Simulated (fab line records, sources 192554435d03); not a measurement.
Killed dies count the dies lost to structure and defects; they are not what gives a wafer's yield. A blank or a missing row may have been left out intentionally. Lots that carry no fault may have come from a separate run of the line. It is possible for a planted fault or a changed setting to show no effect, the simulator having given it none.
Split-lot study || flow n5-finfet || 7 lots, 21 wafers read, on a route of 1938 steps

THE SPLIT
At N5_SD_EPI_N_EPI_21 (deposits Si:P, time 690 s), the setting epi-growth-time-s was moved away from the recipe's 690 s on 4 of the 21 wafers read, by -10.2% to -7.6%. This setting was run at the recipe's value on the other wafers.

FROM THE SPLIT TO THE READING: what the file shows between them, 2 steps
- N5_SD_EPI_N_PRECLEAN_24: cleans in O3/DIW, time 60 s
- N5_SD_EPI_P_EPI_21: deposits SiGe:B, time 355 s

THE READING
Si-P_of_SD_EPI_N_EPI_21.thk-nm (the simulator's own value, which no gauge read), in nm, at N5_SD_EPI_P_HM_STRIP_48 (strips SiNx in H3PO4, material SiNx, target depth 3 nm). The file gives no usual value for it. Here, 17 wafers ran the recipe; their average is 58.5 nm with a standard deviation of 0.88 nm.

{"wafer": "L074.4", "tool, chamber at the split": "epi-rpcvd-03, 0", "epi-growth-time-s as run, s": 690, "against the recipe": "recipe", "Si-P_of_SD_EPI_N_EPI_21.thk-nm, nm": 60.6, "against lot-mates on the recipe": "-"}
{"wafer": "L074.5", "tool, chamber at the split": "epi-rpcvd-03, 0", "epi-growth-time-s as run, s": 690, "against the recipe": "recipe", "Si-P_of_SD_EPI_N_EPI_21.thk-nm, nm": 59.2, "against lot-mates on the recipe": "-"}
{"wafer": "L074.6", "tool, chamber at the split": "epi-rpcvd-03, 0", "epi-growth-time-s as run, s": 690, "against the recipe": "recipe", "Si-P_of_SD_EPI_N_EPI_21.thk-nm, nm": 59.8, "against lot-mates on the recipe": "-"}
{"wafer": "L075.2", "tool, chamber at the split": "epi-rpcvd-03, 0", "epi-growth-time-s as run, s": 690, "against the recipe": "recipe", "Si-P_of_SD_EPI_N_EPI_21.thk-nm, nm": 58, "against lot-mates on the recipe": "-"}
{"wafer": "L075.4", "tool, chamber at the split": "epi-rpcvd-03, 0", "epi-growth-time-s as run, s": 690, "against the recipe": "recipe", "Si-P_of_SD_EPI_N_EPI_21.thk-nm, nm": 58.4, "against lot-mates on the recipe": "-"}
{"wafer": "L075.6", "tool, chamber at the split": "epi-rpcvd-03, 0", "epi-growth-time-s as run, s": 690, "against the recipe": "recipe", "Si-P_of_SD_EPI_N_EPI_21.thk-nm, nm": 58.2, "against lot-mates on the recipe": "-"}
{"wafer": "L078.2", "tool, chamber at the split": "epi-rpcvd-01, 0", "epi-growth-time-s as run, s": 690, "against the recipe": "recipe", "Si-P_of_SD_EPI_N_EPI_21.thk-nm, nm": 57.8, "against lot-mates on the recipe": "-"}
{"wafer": "L078.3", "tool, chamber at the split": "epi-rpcvd-01, 0", "epi-growth-time-s as run, s": 690, "against the recipe": "recipe", "Si-P_of_SD_EPI_N_EPI_21.thk-nm, nm": 58.2, "against lot-mates on the recipe": "-"}
{"wafer": "L078.5", "tool, chamber at the split": "epi-rpcvd-01, 0", "epi-growth-time-s as run, s": 690, "against the recipe": "recipe", "Si-P_of_SD_EPI_N_EPI_21.thk-nm, nm": 58.4, "against lot-mates on the recipe": "-"}
{"wafer": "L080.4", "tool, chamber at the split": "epi-rpcvd-01, 0", "epi-growth-time-s as run, s": 690, "against the recipe": "recipe", "Si-P_of_SD_EPI_N_EPI_21.thk-nm, nm": 57.8, "against lot-mates on the recipe": "-"}
{"wafer": "L080.6", "tool, chamber at the split": "epi-rpcvd-01, 0", "epi-growth-time-s as run, s": 690, "against the recipe": "recipe", "Si-P_of_SD_EPI_N_EPI_21.thk-nm, nm": 57.8, "against lot-mates on the recipe": "-"}
{"wafer": "L080.5", "tool, chamber at the split": "epi-rpcvd-01, 0", "epi-growth-time-s as run, s": 690, "against the recipe": "recipe", "Si-P_of_SD_EPI_N_EPI_21.thk-nm, nm": 57.2, "against lot-mates on the recipe": "-"}
{"wafer": "L083.2", "tool, chamber at the split": "epi-rpcvd-04, 0", "epi-growth-time-s as run, s": 637.8, "against the recipe": "-7.6%", "Si-P_of_SD_EPI_N_EPI_21.thk-nm, nm": 55.2, "against lot-mates on the recipe": -2.6}
{"wafer": "L083.3", "tool, chamber at the split": "epi-rpcvd-04, 0", "epi-growth-time-s as run, s": 637.8, "against the recipe": "-7.6%", "Si-P_of_SD_EPI_N_EPI_21.thk-nm, nm": 55.4, "against lot-mates on the recipe": -2.4}
{"wafer": "L083.4", "tool, chamber at the split": "epi-rpcvd-04, 0", "epi-growth-time-s as run, s": 690, "against the recipe": "recipe", "Si-P_of_SD_EPI_N_EPI_21.thk-nm, nm": 57.8, "against lot-mates on the recipe": "-"}
{"wafer": "L085.2", "tool, chamber at the split": "epi-rpcvd-03, 0", "epi-growth-time-s as run, s": 690, "against the recipe": "recipe", "Si-P_of_SD_EPI_N_EPI_21.thk-nm, nm": 59.2, "against lot-mates on the recipe": "-"}
{"wafer": "L085.3", "tool, chamber at the split": "epi-rpcvd-03, 0", "epi-growth-time-s as run, s": 690, "against the recipe": "recipe", "Si-P_of_SD_EPI_N_EPI_21.thk-nm, nm": 59.2, "against lot-mates on the recipe": "-"}
{"wafer": "L085.4", "tool, chamber at the split": "epi-rpcvd-03, 0", "epi-growth-time-s as run, s": 690, "against the recipe": "recipe", "Si-P_of_SD_EPI_N_EPI_21.thk-nm, nm": 59.6, "against lot-mates on the recipe": "-"}
{"wafer": "L086.3", "tool, chamber at the split": "epi-rpcvd-04, 0", "epi-growth-time-s as run, s": 690, "against the recipe": "recipe", "Si-P_of_SD_EPI_N_EPI_21.thk-nm, nm": 58, "against lot-mates on the recipe": "-"}
{"wafer": "L086.5", "tool, chamber at the split": "epi-rpcvd-04, 0", "epi-growth-time-s as run, s": 619.3, "against the recipe": "-10.2%", "Si-P_of_SD_EPI_N_EPI_21.thk-nm, nm": 53.4, "against lot-mates on the recipe": -4.6}
{"wafer": "L086.6", "tool, chamber at the split": "epi-rpcvd-04, 0", "epi-growth-time-s as run, s": 619.3, "against the recipe": "-10.2%", "Si-P_of_SD_EPI_N_EPI_21.thk-nm, nm": 53.2, "against lot-mates on the recipe": -4.8}

FIT RESULTS
A straight line over all 21 wafers: Si-P_of_SD_EPI_N_EPI_21.thk-nm changes by +0.484 nm for each +1% of epi-growth-time-s; r = +0.90; the points scatter about the line by 0.85 nm.
The same after taking each lot's own level away (the mean of its wafers on the recipe; 21 wafers): +0.416 nm for each +1%; r = +0.97; scatter 0.39 nm.
On that fit, the largest move of epi-growth-time-s shifts the reading by 4.3 nm.
From 57.60 to 59.87 nm: that is the span of the lots' own levels, equal to 2.6 times the standard deviation above.
So the lot-to-lot level changes the slope: the two fits differ.
Check: with one of the wafers moved furthest among these (-10.2%) left out of the fit, the line predicts -4.07 nm for it against its lot-mates. Against them it came out at -4.6 nm.

THESE WAFERS: OTHER SPLITS
These wafers also went through other splits before the reading. Each is held against what the fit with the lots' levels taken away leaves over:
{"other split on the same wafers": "N5_ZERO_LAYER_PECVD_02 time-s", "wafers away from the commonest value": 2, "r with Si-P_of_SD_EPI_N_EPI_21.thk-nm (lot level and that fit taken away)": "+0.01"}
{"other split on the same wafers": "N5_ZERO_LAYER_COAT_05 spin-rpm", "wafers away from the commonest value": 6, "r with Si-P_of_SD_EPI_N_EPI_21.thk-nm (lot level and that fit taken away)": "+0.30"}
{"other split on the same wafers": "N5_FIN_SAQP_EXPOSE_13 dose-mj", "wafers away from the commonest value": 7, "r with Si-P_of_SD_EPI_N_EPI_21.thk-nm (lot level and that fit taken away)": "+0.00"}
{"other split on the same wafers": "N5_DUMMY_GATE_EXPOSE_12 dose-mj", "wafers away from the commonest value": 7, "r with Si-P_of_SD_EPI_N_EPI_21.thk-nm (lot level and that fit taken away)": "+0.17"}
{"other split on the same wafers": "N5_DUMMY_GATE_DESCUM_20 time-s", "wafers away from the commonest value": 9, "r with Si-P_of_SD_EPI_N_EPI_21.thk-nm (lot level and that fit taken away)": "+0.00"}
{"other split on the same wafers": "N5_SD_EPI_N_ETCH_16 target-depth-a", "wafers away from the commonest value": 8, "r with Si-P_of_SD_EPI_N_EPI_21.thk-nm (lot level and that fit taken away)": -0.10}

THE WHOLE CHAIN: every reading that the file lists as answering this split, in the file's order
{"step": "N5_SD_EPI_N_EPI_21", "what it does": "deposits Si:P, time 690 s", "reading": "Si-P_of_SD_EPI_N_EPI_21.thk-nm (the simulator's own value, which no gauge read)", "change (the file's fit)": "+0.426 nm for each +1% of the setting", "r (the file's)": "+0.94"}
{"step": "N5_SD_EPI_P_HM_STRIP_48", "what it does": "strips SiNx in H3PO4, material SiNx, target depth 3 nm", "reading": "Si-P_of_SD_EPI_N_EPI_21.thk-nm (the simulator's own value, which no gauge read)", "change (the file's fit)": "+0.413 nm for each +1% of the setting", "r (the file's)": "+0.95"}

FILE'S OWN FIT
Si-P_of_SD_EPI_N_EPI_21.thk-nm changes by +0.413 nm for each +1% of epi-growth-time-s, r = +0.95.
